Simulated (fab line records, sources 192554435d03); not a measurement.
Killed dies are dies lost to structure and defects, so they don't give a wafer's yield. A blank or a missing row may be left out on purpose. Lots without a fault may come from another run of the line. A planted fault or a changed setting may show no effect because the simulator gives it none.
Which tool did it? | flow n5_finfet | 24 lots, 72 wafers sampled, at 3 steps of a route of 1938

WHAT THE GAUGES READ, wafer by wafer
N5_BEOL_M0_CUTY_CD_MEAS_57: target cd 200 nm. Usual: cd_nm 200.0 nm, standard deviation 0.94.
lot  | measured     | on        | cd_nm (nm)        | flag
L074 | day 5 22:34  | cd_sem-03 | 199.6 197.8 199.9 |
L075 | day 5 23:22  | cd_sem-03 | 201.5 201.1 199.8 |
L076 | day 6 06:19  | cd_sem-01 | 199.9 199.9 200.0 |
L077 | day 6 09:23  | cd_sem-02 | 199.8 199.7 200.7 |
L078 | day 6 21:30  | cd_sem-02 | 201.2 200.3 200.3 |
L079 | day 7 00:56  | cd_sem-03 | 201.6 201.2 199.9 |
L080 | day 7 06:28  | cd_sem-02 | 200.9 202.0 200.8 |
L081 | day 7 12:37  | cd_sem-01 | 199.6 198.9 200.7 |
L082 | day 7 17:29  | cd_sem-01 | 200.7 200.8 199.8 |
L083 | day 7 22:11  | cd_sem-01 | 198.6 200.0 199.2 |
L084 | day 8 02:19  | cd_sem-01 | 199.1 198.6 200.2 |
L085 | day 8 12:35  | cd_sem-01 | 199.5 199.4 198.6 |
L086 | day 8 20:51  | cd_sem-02 | 200.0 198.6 199.0 |
L087 | day 9 03:40  | cd_sem-01 | 199.8 200.2 201.0 |
L088 | day 9 04:10  | cd_sem-01 | 199.4 199.7 201.5 |
L089 | day 9 09:07  | cd_sem-01 | 199.2 201.2 201.1 |
L090 | day 9 15:32  | cd_sem-01 | 199.5 200.6 201.2 |
L091 | day 10 00:17 | cd_sem-03 | 201.3 201.5 200.1 |
L092 | day 10 06:20 | cd_sem-02 | 200.5 199.7 200.8 |
L093 | day 10 12:23 | cd_sem-02 | 197.7 200.1 199.1 |
L094 | day 10 16:00 | cd_sem-02 | 200.1 198.4 199.3 |
L095 | day 11 00:58 | cd_sem-02 | 200.5 200.1 200.9 |
L096 | day 11 04:50 | cd_sem-02 | 200.0 200.4 200.0 |
L097 | day 11 07:58 | cd_sem-01 | 199.2 199.4 199.9 |

WHICH TOOL RAN EACH LOT (tool, then ch and the chambers of the sampled wafers, then the start)
lot  | N5_BEOL_M0_SAQP_SPACER2_ETCHBACK_27 | N5_BEOL_M0_SAQP_ALD_48
L074 | rie_diel-06 ch 0,2, day 5 20:35     | ald_sin-01 ch 0,1,3, day 5 21:33
L075 | rie_diel-06 ch 1,3, day 5 21:24     | ald_sin-01 ch 2,3, day 5 22:20
L076 | rie_diel-02 ch 0,2,3, day 6 04:22   | ald_sin-04 ch 0,1,2, day 6 05:16
L077 | rie_diel-02 ch 0,2,3, day 6 07:20   | ald_sin-01 ch 0,2,3, day 6 08:23
L078 | rie_diel-01 ch 1,2, day 6 19:29     | ald_sin-04 ch 0,1,3, day 6 20:29
L079 | rie_diel-01 ch 1,2, day 6 22:49     | ald_sin-03 ch 0,3, day 6 23:55
L080 | rie_diel-01 ch 0,1, day 7 03:21     | ald_sin-01 ch 0,1, day 7 05:27
L081 | rie_diel-02 ch 2,3, day 7 10:26     | ald_sin-04 ch 1,2, day 7 11:36
L082 | rie_diel-02 ch 3, day 7 15:23       | ald_sin-03 ch 0,3, day 7 16:28
L083 | rie_diel-01 ch 2,3, day 7 20:07     | ald_sin-01 ch 0,1,3, day 7 21:01
L084 | rie_diel-02 ch 0,1, day 8 00:11     | ald_sin-04 ch 1,2,3, day 8 01:18
L085 | rie_diel-01 ch 0,1,2, day 8 10:38   | ald_sin-04 ch 1,3, day 8 11:41
L086 | rie_diel-06 ch 0,2,3, day 8 18:55   | ald_sin-01 ch 0,2, day 8 19:50
L087 | rie_diel-02 ch 0,1,2, day 9 01:28   | ald_sin-04 ch 0,1, day 9 02:39
L088 | rie_diel-06 ch 0,2,3, day 9 02:02   | ald_sin-04 ch 0,1,2, day 9 03:09
L089 | rie_diel-01 ch 1,3, day 9 07:04     | ald_sin-01 ch 2,3, day 9 08:05
L090 | rie_diel-02 ch 0,2, day 9 13:07     | ald_sin-03 ch 0,3, day 9 14:31
L091 | rie_diel-02 ch 2,3, day 9 22:22     | ald_sin-04 ch 1,2, day 9 23:16
L092 | rie_diel-01 ch 2,3, day 10 04:21    | ald_sin-03 ch 0,1,3, day 10 05:16
L093 | rie_diel-06 ch 0,1,3, day 10 10:12  | ald_sin-03 ch 0,1,2, day 10 11:18
L094 | rie_diel-01 ch 0,2,3, day 10 14:01  | ald_sin-03 ch 2,3, day 10 14:54
L095 | rie_diel-02 ch 0,1,3, day 10 22:28  | ald_sin-01 ch 1,2, day 11 00:05
L096 | rie_diel-02 ch 0,2,3, day 11 02:52  | ald_sin-01 ch 1,2,3, day 11 03:47
L097 | rie_diel-02 ch 0,1,3, day 11 05:57  | ald_sin-03 ch 1,3, day 11 06:52
- N5_BEOL_M0_SAQP_SPACER2_ETCHBACK_27: etches SiO2 in CHF3/O2, target depth 22.5 nm, time 11.25 s.
- N5_BEOL_M0_SAQP_ALD_48: deposits SiO2, target thk 20 nm, pulse time 1 s, co reactant pulse time 1 s.

WHAT THE TOOLS THEMSELVES READ (means of the sampled wafers that have a number; where no wafer has one, the mark that the record gives instead)
N5_BEOL_M0_SAQP_SPACER2_ETCHBACK_27. Usual: drypump_motor_current_A 5.8 A, standard deviation 0.35; oes_f_703_au 0.79 a.u., standard deviation 0.082; oes_product_au 0.79 a.u., standard deviation 0.087; rf_vpp_V 518 V, standard deviation 10; showerhead_plenum_p_Torr 2.42 Torr, standard deviation 0.081; throttle_valve_pct 18.89 %, standard deviation 0.2.
lot  | tool        | drypump_motor_current_A (A) | oes_f_703_au (a.u.) | oes_product_au (a.u.) | rf_vpp_V (V) | showerhead_plenum_p_Torr (Torr) | throttle_valve_pct (%) | flag
L074 | rie_diel-06 | 5.8                         | 0.79                | 0.79                  | 518          | 2.50                            | 18.97                  |
L075 | rie_diel-06 | 6.2                         | 0.75                | 0.74                  | 522          | 2.50                            | 18.88                  |
L076 | rie_diel-02 | 5.7                         | 0.77                | 0.76                  | 513          | 2.37                            | 18.81                  |
L077 | rie_diel-02 | 5.7                         | 0.78                | 0.76                  | 512          | 2.37                            | 18.80                  |
L078 | rie_diel-01 | 5.7                         | 0.73                | 0.72                  | 519          | 2.46                            | 19.10                  |
L079 | rie_diel-01 | 5.7                         | 0.74                | 0.72                  | 518          | 2.46                            | 19.10                  |
L080 | rie_diel-01 | 5.4                         | 0.83                | 0.85                  | 534          | 2.37                            | 19.05                  |
L081 | rie_diel-02 | 5.8                         | 0.81                | 0.79                  | 510          | 2.38                            | 18.75                  |
L082 | rie_diel-02 | 5.5                         | 0.72                | 0.68                  | 511          | 2.45                            | 19.02                  |
L083 | rie_diel-01 | 6.0                         | 0.79                | 0.80                  | 527          | 2.53                            | 18.84                  |
L084 | rie_diel-02 | 5.8                         | 0.80                | 0.79                  | 512          | 2.33                            | 18.79                  |
L085 | rie_diel-01 | 5.5                         | 0.77                | 0.77                  | 525          | 2.41                            | 19.10                  |
L086 | rie_diel-06 | 6.0                         | 0.75                | 0.76                  | 522          | 2.47                            | 18.98                  |
L087 | rie_diel-02 | 5.9                         | 0.84                | 0.83                  | 510          | 2.34                            | 18.73                  |
L088 | rie_diel-06 | 6.0                         | 0.75                | 0.75                  | 522          | 2.47                            | 18.97                  |
L089 | rie_diel-01 | 6.1                         | 0.77                | 0.78                  | 527          | 2.48                            | 19.06                  |
L090 | rie_diel-02 | 5.7                         | 0.76                | 0.74                  | 514          | 2.31                            | 18.79                  |
L091 | rie_diel-02 | 5.8                         | 0.89                | 0.88                  | 510          | 2.37                            | 18.65                  |
L092 | rie_diel-01 | 6.0                         | 0.78                | 0.78                  | 527          | 2.52                            | 18.88                  |
L093 | rie_diel-06 | 6.0                         | 0.73                | 0.72                  | 524          | 2.45                            | 18.97                  |
L094 | rie_diel-01 | 5.6                         | 0.79                | 0.80                  | 530          | 2.46                            | 18.89                  |
L095 | rie_diel-02 | 5.9                         | 0.86                | 0.85                  | 510          | 2.37                            | 18.79                  |
L096 | rie_diel-02 | 5.7                         | 0.83                | 0.81                  | 511          | 2.35                            | 18.74                  |
L097 | rie_diel-02 | 5.8                         | 0.86                | 0.83                  | 509          | 2.37                            | 18.78                  |

N5_BEOL_M0_SAQP_ALD_48. Usual: heater_power_w 78 W, standard deviation 8.3; precursor_pulse_height_rel 1.000, standard deviation 0.019.
lot  | tool       | heater_power_w (W) | precursor_pulse_height_rel | flag
L074 | ald_sin-01 | 80                 | 0.995                      |
L075 | ald_sin-01 | 78                 | 0.983                      |
L076 | ald_sin-04 | 77                 | 0.996                      |
L077 | ald_sin-01 | 79                 | 0.991                      |
L078 | ald_sin-04 | 79                 | 0.968                      |
L079 | ald_sin-03 | 88                 | 1.010                      |
L080 | ald_sin-01 | 78                 | 0.996                      |
L081 | ald_sin-04 | 70                 | 1.005                      |
L082 | ald_sin-03 | 90                 | 0.984                      |
L083 | ald_sin-01 | 79                 | 1.019                      |
L084 | ald_sin-04 | 77                 | 1.011                      |
L085 | ald_sin-04 | 79                 | 1.004                      |
L086 | ald_sin-01 | 75                 | 1.002                      |
L087 | ald_sin-04 | 76                 | 1.000                      |
L088 | ald_sin-04 | 76                 | 1.009                      |
L089 | ald_sin-01 | 79                 | 1.003                      |
L090 | ald_sin-03 | 89                 | 0.991                      |
L091 | ald_sin-04 | 72                 | 1.008                      |
L092 | ald_sin-03 | 81                 | 1.022                      |
L093 | ald_sin-03 | 71                 | 0.999                      |
L094 | ald_sin-03 | 75                 | 1.009                      |
L095 | ald_sin-01 | 79                 | 1.007                      |
L096 | ald_sin-01 | 82                 | 0.987                      |
L097 | ald_sin-03 | 88                 | 1.014                      |

THE ANSWER, worked out from the rows above alone
Rule: a lot is off if the mean of its wafers that have a number lies more than 3 standard deviations from the usual mean. A lot without any number at a reading at which 4 lots or more have one is off too. The other lots that the step has rows for count as sound. The gauges are gone through in route order, then the tools' own readings, and for those a lot's mean is taken as printed above. The first step at which some lot is off is used, and at that step the reading that is off furthest; a lot without a number counts as furthest.
No lot is off at any reading shown: from this, nothing can be told.

WHAT THE SIMULATOR HAD PUT IN
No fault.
